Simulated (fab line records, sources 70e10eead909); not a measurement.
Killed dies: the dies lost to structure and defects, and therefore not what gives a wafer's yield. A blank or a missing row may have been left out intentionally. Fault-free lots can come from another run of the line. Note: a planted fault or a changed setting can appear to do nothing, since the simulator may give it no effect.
Matching of chambers | flow nand-harc | NHARC_A_CHANNEL_FILL_D2_ALD_25 on ald-hk-01 has 4 sister chambers
The step deposits SiOx, target thk 60 nm, pulse time 10 s, ald cycles 600. 8 wafers are shown with their chamber, then 7 later ones without.

== WAFERS, EACH WITH ITS CHAMBER ==
wafer  | chamber | heater-power-w (W) | precursor-pulse-height-rel
L074.5 | 0       | 511                | 0.989
L077.1 | 0       | 510                | 1.007
L080.2 | 3       | 435                | 0.989
L086.2 | 1       | 557                | 1.007
L086.3 | 2       | 504                | 1.023
L086.5 | 1       | 548                | 0.987
L090.3 | 2       | 501                | 0.988
L090.5 | 3       | 421                | 1.017

== WAFERS WITHOUT THEIR CHAMBER ==
wafer  | heater-power-w (W) | precursor-pulse-height-rel
L090.6 | 507                | 1.023
L091.1 | 437                | 1.000
L091.3 | 541                | 0.989
L091.4 | 497                | 0.984
L094.1 | 533                | 1.009
L094.3 | 429                | 1.022
L094.4 | 515                | 1.005

== EACH ONE'S CHAMBER ==
wafer  | from the rows above          | in truth
L090.6 | can't be placed: 2 or 0      | 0
L091.1 | 3                            | 3
L091.3 | 1                            | 1
L091.4 | can't be placed: 2 or 0      | 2
L094.1 | can't be placed: 1 or 0 or 2 | 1
L094.3 | 3                            | 3
L094.4 | can't be placed: 0 or 2      | 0
Placed correctly: 3 of 7. Can't be placed from these rows: 4 (the true chamber is among the candidates in 4). Wrongly placed: 0.
How it was worked out, from the rows above alone: a wafer's distance from a chamber is the root of the sum, over the readings, of the square of ((its reading less the chamber's mean) divided by the reading's scatter). The wafer belongs to the nearest chamber; if the next one is less than 2 further off, it can't be placed. The mean given for a chamber averages the wafers shown for that chamber. How the scatter is found: for the shown wafers, subtract from each reading the mean of its chamber, square and add these, divide the total by (wafers less chambers), then take the root.
